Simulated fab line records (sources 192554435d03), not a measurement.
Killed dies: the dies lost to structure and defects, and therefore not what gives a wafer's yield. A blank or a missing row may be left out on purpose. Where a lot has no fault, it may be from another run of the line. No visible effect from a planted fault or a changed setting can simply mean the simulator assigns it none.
Chamber matching	flow n5_finfet	N5_BEOL_M10_ETCH_61 on rie_diel-06: 4 sister chambers
The step etches SiARC in CF4, target depth 39 nm, time 65 s. 4 wafers are shown with their chamber, then 10 later ones without.

## WAFERS PAIRED WITH THEIR CHAMBERS
wafer	chamber	drypump_motor_current_A (A)
L087.6	0	5.3
L088.6	2	5.4
L089.4	3	5.1
L089.5	1	6.7

## WAFERS WHOSE CHAMBER IS MISSING
wafer	drypump_motor_current_A (A)
L089.6	5.4
L094.1	6.7
L094.2	5.1
L094.6	5.4
L096.1	6.7
L096.2	5.4
L096.6	5.3
L097.1	5.4
L097.3	6.7
L097.5	6.6

## WHICH CHAMBER EACH ONE RAN IN
wafer	from the rows above	in truth
L089.6	2	2
L094.1	1	1
L094.2	3	3
L094.6	2	2
L096.1	1	1
L096.2	2	2
L096.6	0	0
L097.1	2	2
L097.3	1	1
L097.5	1	1
Correctly placed: 10 of 10. Can't be placed from these rows: 0. Placed wrongly: 0.
How it was worked out, from the rows above alone: a wafer's distance from a chamber is the root of the sum, over the readings, of the square of ((its reading less the chamber's mean) divided by the reading's scatter). The wafer belongs to the nearest chamber; if the next one is less than 2 further off, it can't be placed. A chamber's mean is the mean of its shown wafers. The scatter: with one shown wafer a chamber, the root of the mean of the squares of how far each hidden wafer lies from its nearest shown one.
